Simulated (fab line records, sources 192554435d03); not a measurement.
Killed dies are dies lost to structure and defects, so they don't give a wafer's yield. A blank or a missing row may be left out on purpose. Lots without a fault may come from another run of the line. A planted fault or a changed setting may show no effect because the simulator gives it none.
Split-lot experiment | flow n5_finfet | 7 lots, 21 wafers read, on a route of 1938 steps

THE SPLIT
At N5_BEOL_M5_ETCH_68 (etches SOC in N2/H2, target depth 80 nm, overetch 16 nm, time 120 s), the setting bias_w was moved away from the recipe's 150 W on 10 of the 21 wafers read, by -6.8% to +17.3%. The other wafers ran this setting at the recipe's value.

The reading is taken at the split's own step.

THE READING
rf_vpp_V, in V, at N5_BEOL_M5_ETCH_68 (etches SOC in N2/H2, target depth 80 nm, overetch 16 nm, time 120 s). Fault-free wafers of this fab line usually give 523.2 V, standard deviation 2.4 V.

wafer  | tool, chamber at the split | bias_w as run, W | against the recipe | rf_vpp_V, V | against lot-mates on the recipe
L074.1 | rie_diel-05, 3             | 150              | recipe             | 524.8       | -
L074.2 | rie_diel-05, 0             | 150              | recipe             | 527.5       | -
L074.5 | rie_diel-05, 0             | 150              | recipe             | 527.8       | -
L082.2 | rie_diel-05, 2             | 150              | recipe             | 527.1       | -
L082.5 | rie_diel-05, 0             | 150              | recipe             | 526.5       | -
L082.6 | rie_diel-05, 1             | 150              | recipe             | 520.0       | -
L084.4 | rie_diel-01, 3             | 140.9            | -6.1%              | 502.1       | -22.6
L084.5 | rie_diel-01, 3             | 140.9            | -6.1%              | 499.6       | -25.1
L084.6 | rie_diel-01, 2             | 150              | recipe             | 524.7       | -
L086.1 | rie_diel-02, 3             | 150              | recipe             | 519.8       | -
L086.4 | rie_diel-02, 1             | 158.7            | +5.8%              | 545.0       | +25.2
L086.5 | rie_diel-02, 2             | 158.7            | +5.8%              | 543.3       | +23.5
L091.1 | rie_diel-01, 2             | 140.2            | -6.5%              | 502.4       | -19.7
L091.4 | rie_diel-01, 0             | 140.2            | -6.5%              | 498.6       | -23.5
L091.5 | rie_diel-01, 0             | 150              | recipe             | 522.1       | -
L092.3 | rie_diel-02, 0             | 150              | recipe             | 522.9       | -
L092.5 | rie_diel-02, 2             | 139.8            | -6.8%              | 500.9       | -22.0
L092.6 | rie_diel-02, 3             | 139.8            | -6.8%              | 497.2       | -25.7
L093.3 | rie_diel-02, 2             | 175.9            | +17.3%             | 578.5       | +53.0
L093.4 | rie_diel-02, 1             | 150              | recipe             | 525.5       | -
L093.6 | rie_diel-02, 0             | 175.9            | +17.3%             | 579.0       | +53.5

THE FIT
A straight line over all 21 wafers: rf_vpp_V changes by +3.34 V for each +1% of bias_w; r = +0.99; the points scatter about the line by 2.8 V.
The same after taking each lot's own level away (the mean of its wafers on the recipe; 21 wafers): +3.3 V for each +1%; r = +0.99; scatter 3 V.
On that fit, the largest move of bias_w shifts the reading by 57 V.
The lots' own levels span 519.80 to 526.70 V, that is 2.9 times the standard deviation above.
So the lot-to-lot level changes the slope little: the two slopes agree.
Check: with one of the wafers moved furthest among these (+17.3%) left out of the fit, the line predicts +58.7 V for it against its lot-mates. It came out at +53 V against them.
Tool readings at the split's step, against how far the setting was moved: rf_vpp_V r = +0.99.

OTHER SPLITS ON THESE WAFERS
These wafers also went through other splits before the reading. Each is held against what the fit with the lots' levels taken away leaves over:
other split on the same wafers | wafers away from the commonest value | r with rf_vpp_V (lot level and that fit taken away)
N5_BEOL_M4_ETCH_64 bias_w      | 9                                    | +0.09
N5_BEOL_M4_COAT_22 spin_rpm    | 4                                    | -0.17
N5_BEOL_M5_COAT_05 spin_rpm    | 9                                    | -0.10
N5_BEOL_M5_ETCH_62 source_w    | 10                                   | +0.12
N5_BEOL_M5_EXPOSE_25 dose_mj   | 9                                    | +0.03

THE WHOLE CHAIN: every reading that the file lists as answering this split, in the file's order
step               | what it does                                                        | reading                                                                          | change (the file's fit)                | r (the file's)
N5_BEOL_M5_ETCH_68 | etches SOC in N2/H2, target depth 80 nm, overetch 16 nm, time 120 s | rf_vpp_V                                                                         | +3.3 V for each +1% of the setting     | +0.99
N5_BEOL_M5_ETCH_68 | etches SOC in N2/H2, target depth 80 nm, overetch 16 nm, time 120 s | SiARC_of_BEOL_M5_COAT_66.thk_nm (the simulator's own value, which no gauge read) | -0.0743 nm for each +1% of the setting | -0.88

THE FILE'S OWN FIT
rf_vpp_V changes by +3.3 V for each +1% of bias_w, r = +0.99.
